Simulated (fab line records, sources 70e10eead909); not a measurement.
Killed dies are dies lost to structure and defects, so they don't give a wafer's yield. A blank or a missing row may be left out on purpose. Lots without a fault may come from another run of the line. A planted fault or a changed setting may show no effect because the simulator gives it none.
fab line records | flow nand_harc
record lots=6 wafers=18 last_day=31
route steps=1302 shown A_STAIRCASE@879 A_SGD_CUT@890
lots that met no fault: from a run of the same line without faults
start_h: hours from the record's first day to the start of the lot's first wafer shown | wait_h: hours since the lot's step before | " the same as in the row above | L1.1+2: a row that stands for several wafers | - no value, or no start given | * or withheld: withheld | < > ~ a bound
route shown NAME@n: a module of which the file shows steps, and the number in the route of the first | usual: mean/standard deviation of fault-free wafers | same: alike in all rows | chamber/n: place in a boat | sites: the reading at each site | _std_site: their standard deviation | _edge_site: outer sites' mean less inner sites' | radius_mm: how far each site lies from the wafer's centre | mask NAME#n: copy n | behind: the tool/chamber that last shaped the wafer | hold: why the lot was held/for how many hours/how that ended | device: the transistor (n, p or np) that didn't switch | end of line: the same wafers' tests at the end of the route | a step without rows: its recipe alone | killed: dies lost to structure and defects at the first sort, not the wafer's yield | map: a wafer's dies, x killed, . not, _ none there
set.NAME: the setting as run; set.NAME@STEP: as run at that earlier step | model.NAME: the simulator's own value behind a step, which no gauge read
lots at some steps of the route; a table a step, a row a wafer
services: from which hour (start_h, from the record's first day; less than 0 if before it) a tool's chamber was out of use, for how many hours, and why
## steps
# step NHARC_A_STAIRCASE_SRD_154
# step NHARC_A_STAIRCASE_ETCH_403
# recipe target_depth_a=1082 chemistry=dHF material=SiO2
# step NHARC_A_STAIRCASE_ETCHBACK_422
# recipe target_depth_a=400 over_etch_frac=0.3 time_s=74.286 ion_energy_ev=120 ch3f_flow_sccm=50 o2_flow_sccm=30 ar_flow_sccm=200 rf_w=500 bias_w=100 chemistry=CH3F/O2
# usual drypump_motor_current_A=5.7/0.65 oes_product_au=0.97/0.039 rf_vpp_V=244.0/1.2 showerhead_plenum_p_Torr=2.43/0.081 throttle_valve_pct=20.664/0.0089
# columns lot.wafer tool chamber start_h wait_h drypump_motor_current_A oes_product_au rf_hours_counter_h rf_vpp_V showerhead_plenum_p_Torr throttle_valve_pct
L328.2 rie_diel-13 0 477.99 0.1 5.6 0.91 40 243.6 2.43 20.660
L328.5 " 0 " " 5.6 0.92 - 244.8 2.43 20.663
L328.6 " 1 " " 4.9 0.91 - 246.2 2.48 20.661
L331.1 rie_diel-11 2 498.33 0.2 6.5 1.01 15 245.3 2.45 20.656
L331.3 " 3 " " 4.8 0.98 16 241.8 2.29 20.660
L331.6 " 0 " " 5.1 1.00 - 244.1 2.42 20.659
L335.2 rie_diel-11 0 531.11 0.1 5.1 0.91 33 244.6 2.42 20.683
L335.6 " 0 " " 5.1 0.91 - 243.7 2.42 20.666
L335.5 " 1 " " 6.3 0.92 - 241.8 2.37 20.661
L338.4 rie_diel-09 2 574.36 0.2 6.5 0.93 29 242.6 2.36 20.663
L338.2 " 0 " " 5.2 0.94 30 243.1 2.39 20.654
L338.5 " 2 " " 6.5 0.93 - 243.6 2.36 20.667
L341.3 rie_diel-11 0 608.75 0.1 5.1 0.93 62 244.1 2.40 20.672
L341.2 " 1 " " 6.2 0.93 54 244.0 2.36 20.663
L341.1 " 2 " " 6.5 0.93 53 244.0 2.44 20.654
L342.2 rie_diel-11 3 609.12 0.1 4.8 0.92 50 243.8 2.28 20.686
L342.4 " 1 " " 6.2 0.93 54 242.6 2.36 20.665
L342.6 " 2 " " 6.5 0.92 - 242.6 2.43 20.658
# step NHARC_A_STAIRCASE_ETCH_423
# recipe target_depth_a=300 chemistry=dHF material=SiO2
# step NHARC_A_STAIRCASE_ETCHBACK_157
# recipe target_depth_a=900 over_etch_frac=0.3 time_s=167.14 ion_energy_ev=120 ch3f_flow_sccm=50 o2_flow_sccm=30 ar_flow_sccm=200 rf_w=500 bias_w=100 chemistry=CH3F/O2
# usual drypump_motor_current_A=5.7/0.64 oes_product_au=0.96/0.035 rf_vpp_V=244.1/1.3 showerhead_plenum_p_Torr=2.44/0.077 throttle_valve_pct=20.664/0.0091
# columns lot.wafer tool chamber start_h wait_h drypump_motor_current_A oes_product_au rf_hours_counter_h rf_vpp_V showerhead_plenum_p_Torr throttle_valve_pct
L328.2 rie_diel-13 0 478.39 0.2 5.6 0.94 40 244.1 2.43 20.670
L328.6 " 2 " " 6.3 0.95 - 245.1 2.49 20.668
L328.5 " 3 " " 5.3 0.95 - 245.2 2.53 20.666
L331.1 rie_diel-13 0 498.66 0.1 5.6 0.91 47 244.2 2.43 20.651
L331.3 " 1 " " 5.0 0.92 47 244.8 2.48 20.685
L331.6 " 0 " " 5.6 0.92 - 245.6 2.43 20.668
L335.2 rie_diel-11 2 531.51 0.2 6.5 0.97 32 244.3 2.44 20.668
L335.6 " 2 " " 6.5 0.96 - 244.7 2.44 20.654
L335.5 " 3 " " 4.8 0.94 - 243.3 2.29 20.668
L338.4 rie_diel-11 3 574.82 0.2 4.8 0.98 42 241.4 2.28 20.665
L338.2 " 0 " " 5.1 0.99 51 243.7 2.41 20.673
L338.5 " 2 " " 6.4 1.01 - 243.8 2.44 20.675
L341.1 rie_diel-13 0 609.18 0.1 5.6 0.98 26 243.9 2.42 20.667
L341.2 " 1 " " 5.0 0.99 25 243.9 2.47 20.672
L341.3 " 3 " " 5.3 1.00 25 245.8 2.52 20.658
L342.2 rie_diel-13 2 609.49 0.1 6.3 0.93 25 244.2 2.47 20.651
L342.4 " 0 " " 5.6 0.92 26 242.0 2.42 20.662
L342.6 " 1 " " 5.0 0.92 - 244.5 2.47 20.654
# step NHARC_A_STAIRCASE_STRIP_475
# recipe time_s=20 o2_flow_sccm=500 ar_flow_sccm=0 bias_w=0 chemistry=O2
# usual drypump_motor_current_A=5.7/0.65 oes_product_au=1.001/0.014 rf_vpp_V=57.8/0.9 showerhead_plenum_p_Torr=3.49/0.11 throttle_valve_pct=17.036/0.0094
# columns lot.wafer tool chamber start_h wait_h drypump_motor_current_A oes_product_au rf_hours_counter_h rf_vpp_V showerhead_plenum_p_Torr throttle_valve_pct
L328.2 rie_diel-13 2 - - 6.3 1.016 40 58.5 3.57 17.035
L328.6 " 3 " " 5.3 1.024 - 57.6 3.63 17.031
L328.5 " 0 " " 5.6 0.984 - 58.4 3.49 17.034
L331.1 rie_diel-13 3 - - 5.3 1.018 45 58.7 3.63 17.049
L331.3 " 0 " " 5.6 0.982 47 58.5 3.49 17.033
L331.6 " 2 " " 6.3 1.012 - 57.8 3.56 17.039
L335.2 rie_diel-11 2 - - 6.5 1.010 32 56.9 3.51 17.031
L335.6 " 2 " " 6.5 1.006 - 57.7 3.51 17.033
L335.5 " 3 " " 4.8 0.986 - 57.9 3.29 17.035
L338.2 rie_diel-11 0 - - 5.2 0.998 51 57.5 3.46 17.040
L338.4 " 1 " " 6.3 0.998 43 57.9 3.40 17.042
L338.5 " 1 " " 6.3 1.002 - 58.7 3.40 17.030
L341.3 rie_diel-13 1 - - 5.0 0.982 25 58.5 3.54 17.056
L341.2 " 3 " " 5.3 1.003 25 58.8 3.61 17.039
L341.1 " 0 " " 5.6 0.985 26 58.0 3.47 17.038
L342.2 rie_diel-13 3 - - 5.3 1.008 25 59.5 3.61 17.016
L342.4 " 2 " " 6.4 1.008 25 58.6 3.55 17.051
L342.6 " 3 " " 5.3 1.018 - 57.7 3.61 17.058
# step NHARC_A_STAIRCASE_DEP_471
# recipe target_thk_a=1000 temp_c=400 pressure_torr=6.5 rf_w=900 teos_flow_sccm=161.4 flow_sccm=2650 target_thk_nm=100 gas=O2 material=SiO2
# usual chamber_pressure_Torr=6.503/0.014 heater_power_outer_w=305/66 heater_power_w=561/95 susceptor_temp_C=400.02/0.23 throttle_valve_pct=16.0/0.49
# columns lot.wafer tool chamber start_h wait_h chamber_pressure_Torr heater_power_outer_w heater_power_w susceptor_temp_C throttle_valve_pct
L328.2 pecvd-04 2 478.64 - 6.499 321 620 400.32 15.9
L328.5 " 0 " " 6.515 395 712 400.44 15.4
L328.6 " 1 " " 6.515 263 464 399.99 16.3
L331.3 pecvd-03 2 498.99 - 6.513 239 457 400.16 16.0
L331.1 " 0 " " 6.513 320 534 399.79 15.9
L331.6 " 1 " " 6.463 236 509 400.14 15.6
L335.2 pecvd-01 0 531.85 - 6.473 351 600 400.38 16.3
L335.5 " 1 " " 6.499 369 636 399.72 15.8
L335.6 " 2 " " 6.501 264 496 399.49 16.4
L338.2 pecvd-01 2 575.11 - 6.481 258 479 400.04 16.4
L338.4 " 0 " " 6.467 397 659 399.94 16.5
L338.5 " 1 " " 6.494 343 593 399.91 15.7
L341.3 pecvd-01 0 609.46 - 6.484 415 690 400.40 16.8
L341.2 " 1 " " 6.513 332 565 400.02 15.8
L341.1 " 2 " " 6.507 331 583 400.11 16.4
L342.2 pecvd-03 2 609.78 - 6.513 207 422 400.07 15.4
L342.6 " 1 " " 6.498 235 505 400.10 15.3
L342.4 " 2 " " 6.508 207 427 400.06 15.2
# step NHARC_A_STAIRCASE_CMP_472
# recipe material=SiO2
# usual motor_current_A=11.9/1.3
# columns lot.wafer tool chamber start_h wait_h motor_current_A
L328.2 cmp-01 3 478.93 0.3 11.6
L328.5 " 2 " " 12.5
L328.6 " 3 " " 11.8
L331.1 cmp-04 1 499.26 0.2 12.9
L331.3 " 3 " " 12.2
L331.6 " 1 " " 14.1
L335.2 cmp-03 2 532.14 0.3 13.1
L335.6 " 3 " " 9.8
L335.5 " 0 " " 10.8
L338.4 cmp-01 2 575.39 0.1 12.4
L338.2 " 3 " " 11.8
L338.5 " 2 " " 11.9
L341.3 cmp-03 0 609.74 0.2 10.7
L341.1 " 1 " " 11.9
L341.2 " 3 " " 9.5
L342.4 cmp-04 2 610.07 0.2 12.0
L342.2 " 3 " " 11.5
L342.6 " 0 " " 10.5
# step NHARC_A_STAIRCASE_SRD_474
# step NHARC_A_STAIRCASE_INSPECT_155
# usual raw_defect_count=451/180
# columns lot.wafer tool chamber start_h wait_h raw_defect_count
L328.2 defect_inspect-02 - 479.26 0.1 412
L328.5 " - " " 384
L328.6 " - " " 363
L331.1 defect_inspect-01 - 499.60 0.1 382
L331.3 " - " " 420
L331.6 " - " " 451
L335.2 defect_inspect-02 - 532.41 0.1 533
L335.5 " - " " 280
L335.6 " - " " 348
L338.2 defect_inspect-02 - 575.73 0.1 394
L338.4 " - " " 497
L338.5 " - " " 367
L341.1 defect_inspect-01 - 610.08 0.1 408
L341.2 " - " " 325
L341.3 " - " " 644
L342.2 defect_inspect-01 - 610.37 0.1 317
L342.4 " - " " 473
L342.6 " - " " 266
# step NHARC_A_SGD_CUT_DEP_00
# recipe target_thk_a=500 temp_c=400 target_thk_nm=50 flow_sccm=200 rf_w=450 material=SiNx
# usual heater_power_outer_w=389/59 heater_power_w=677/77 susceptor_temp_C=399.99/0.23
# columns lot.wafer tool chamber start_h wait_h heater_power_outer_w heater_power_w susceptor_temp_C
L328.2 pecvd-02 0 479.38 0.1 350 704 399.88
L328.5 " 2 " " 439 665 400.06
L328.6 " 0 " " 350 689 399.85
L331.1 pecvd-03 2 499.67 0.1 356 606 399.61
L331.3 " 0 " " 340 584 399.82
L331.6 " 0 " " 348 581 399.73
L335.2 pecvd-02 1 532.51 0.1 341 620 400.38
L335.5 " 0 " " 300 648 399.44
L335.6 " 2 " " 363 602 400.09
L338.2 pecvd-02 0 575.79 0.1 - - -
L338.4 " 0 " " - - -
L338.5 " 2 " " - - -
L341.2 pecvd-03 2 610.14 0.1 - - -
L341.3 " 0 " " - - -
L341.1 " 1 " " - - -
L342.2 pecvd-03 1 610.43 0.1 386 689 400.26
L342.4 " 1 " " 382 691 399.99
L342.6 " 0 " " 472 751 400.03
# step NHARC_A_SGD_CUT_DEHYDRATE_01
# recipe temp_c=150 time_s=120
## services
# columns tool chamber start_h hours kind
rie_diel-13 2 458.66 13.8 repair
pecvd-02 - 460.69 2.2 repair
pecvd-02 - 465.49 0.8 repair
cmp-03 - 468.33 2.2 repair
cmp-01 - 481.24 4.0 pm
rie_diel-09 3 489.26 9.1 repair
cmp-03 - 491.01 4.0 pm
cmp-01 - 491.91 0.3 repair
pecvd-01 - 492.27 13.0 pm
rie_diel-09 - 497.16 9.0 pm
cmp-04 - 503.00 4.0 pm
rie_diel-11 1 505.11 6.3 repair
rie_diel-11 3 508.59 2.6 repair
rie_diel-13 - 520.04 9.0 pm
cmp-03 - 532.46 0.8 repair
cmp-04 - 547.06 0.7 repair
pecvd-03 - 547.25 13.0 pm
cmp-01 - 552.74 1.0 repair
pecvd-04 0 561.32 19.9 repair
cmp-01 - 579.24 4.0 pm
cmp-03 - 589.03 4.0 pm
pecvd-02 - 589.49 13.0 pm
cmp-04 - 601.00 4.0 pm
cmp-03 - 606.57 1.5 repair
## key
first_sign step=NHARC_A_SGD_CUT_DEP_00 reading=tool_record direction=missing
effect none on later readings
met_at NHARC_A_SGD_CUT_DEP_00
struck_wafers L338.2,L338.4,L338.5,L341.1,L341.2,L341.3
later_rows_left_out L338.2,L338.4,L338.5,L341.1,L341.2,L341.3
sort_left_out L338.2,L338.4,L338.5,L341.1,L341.2,L341.3
tester_left_out L338,L341
onset_between 532.51 575.79
fault kind=skipped_step_whole tool=pecvd-02,pecvd-03 chamber=- onset_h=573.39 steps=NHARC_A_SGD_CUT_DEP_00 scope=struck_lots_only
# tester_left_out: of these lots the tester's yield and bins aren't shown, on N5 and GAA mostly nor the transistor test; their killed dies are dies lost to structure and defects alone, not to doping, threshold or leakage, so they don't give the yield
# sort_left_out: the simulated sort isn't trusted on such a fault, so these wafers' sort isn't shown, and their yield isn't known
# later_rows_left_out: the simulator's readings of these wafers behind a module that went badly wrong aren't trusted and aren't shown, but for the sort
